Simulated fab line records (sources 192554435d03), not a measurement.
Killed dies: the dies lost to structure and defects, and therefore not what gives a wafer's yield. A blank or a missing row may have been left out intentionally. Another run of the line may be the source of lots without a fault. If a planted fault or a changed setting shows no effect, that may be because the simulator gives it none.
Chamber matching | flow n5Finfet | N5_BEOL_M0_SAQP_MANDREL_ETCH_20 on rieSi-03 has 4 sister chambers
The step etches a-Si in HBr/Cl2, stops on SiNx, target depth 60 nm, bt time 10 s, time 30 s. 18 wafers are shown with their chamber, then 9 later ones without.

## WAFERS PAIRED WITH THEIR CHAMBERS
wafer  | chamber | drypumpMotorCurrentA (A) | rfFwdPowerW (W) | oesProductAu (a.u.)
L075.4 | 1       | 5.90                     | 800.9           | 0.774
L075.5 | 3       | 5.73                     | 794.1           | 0.768
L075.6 | 0       | 5.87                     | 794.4           | 0.763
L077.4 | 0       | 5.89                     | 789.3           | 0.780
L077.5 | 3       | 5.74                     | 797.1           | 0.780
L077.6 | 0       | 5.85                     | 793.0           | 0.778
L078.1 | 2       | 6.25                     | 793.3           | 0.774
L078.3 | 1       | 5.88                     | 794.1           | 0.779
L078.4 | 0       | 5.87                     | 795.9           | 0.770
L081.3 | 2       | 6.26                     | 789.5           | 0.777
L081.5 | 2       | 6.27                     | 791.2           | 0.774
L081.6 | 1       | 5.91                     | 792.2           | 0.771
L082.2 | 1       | 5.84                     | 798.3           | 0.769
L082.4 | 0       | 5.88                     | 797.5           | 0.776
L082.5 | 1       | 5.85                     | 797.7           | 0.773
L091.1 | 1       | 5.86                     | 798.5           | 0.772
L091.3 | 2       | 6.28                     | 792.7           | 0.781
L091.6 | 3       | 5.72                     | 792.5           | 0.772

SIGNATURES (means of the wafers above)
reading              | chamber 0 | chamber 1 | chamber 2 | chamber 3 | scatter within a chamber
drypumpMotorCurrentA | 5.8720    | 5.8733    | 6.2650    | 5.7300    | 0.0198
rfFwdPowerW          | 794.020   | 796.950   | 791.675   | 794.567   | 2.8
oesProductAu         | 0.77340   | 0.77300   | 0.77650   | 0.77333   | 0.00505
Rule: distance of a wafer from a chamber = root of the sum over the readings of ((wafer's reading minus chamber's mean) / reading's scatter) squared. If the next closest chamber is less than 2 further off than the closest, the wafer can't be placed; otherwise it belongs to the closest. The scatter: the root of (the sum of the squares of (reading less its chamber's mean) over the shown wafers, divided by (wafers less chambers)).

## WAFERS WHOSE CHAMBER IS MISSING
wafer  | drypumpMotorCurrentA (A) | rfFwdPowerW (W) | oesProductAu (a.u.)
L092.2 | 6.26                     | 789.0           | 0.769
L092.5 | 5.88                     | 795.5           | 0.785
L092.6 | 6.27                     | 793.2           | 0.787
L094.1 | 6.26                     | 794.8           | 0.768
L094.2 | 5.73                     | 792.0           | 0.772
L094.3 | 5.89                     | 792.0           | 0.770
L097.1 | 6.26                     | 790.3           | 0.762
L097.3 | 5.86                     | 796.6           | 0.758
L097.6 | 5.85                     | 796.0           | 0.768

## CHAMBER TAKEN BY EACH
wafer  | from the rows above     | in truth
L092.2 | 2                       | 2
L092.5 | can't be placed: 0 or 1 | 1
L092.6 | 2                       | 2
L094.1 | 2                       | 2
L094.2 | 3                       | 3
L094.3 | can't be placed: 0 or 1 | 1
L097.1 | 2                       | 2
L097.3 | can't be placed: 1 or 0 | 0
L097.6 | can't be placed: 1 or 0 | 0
Correctly placed: 5 of 9. Can't be placed from these rows: 4 (the true chamber is among the candidates in 4). 0 placed wrongly.
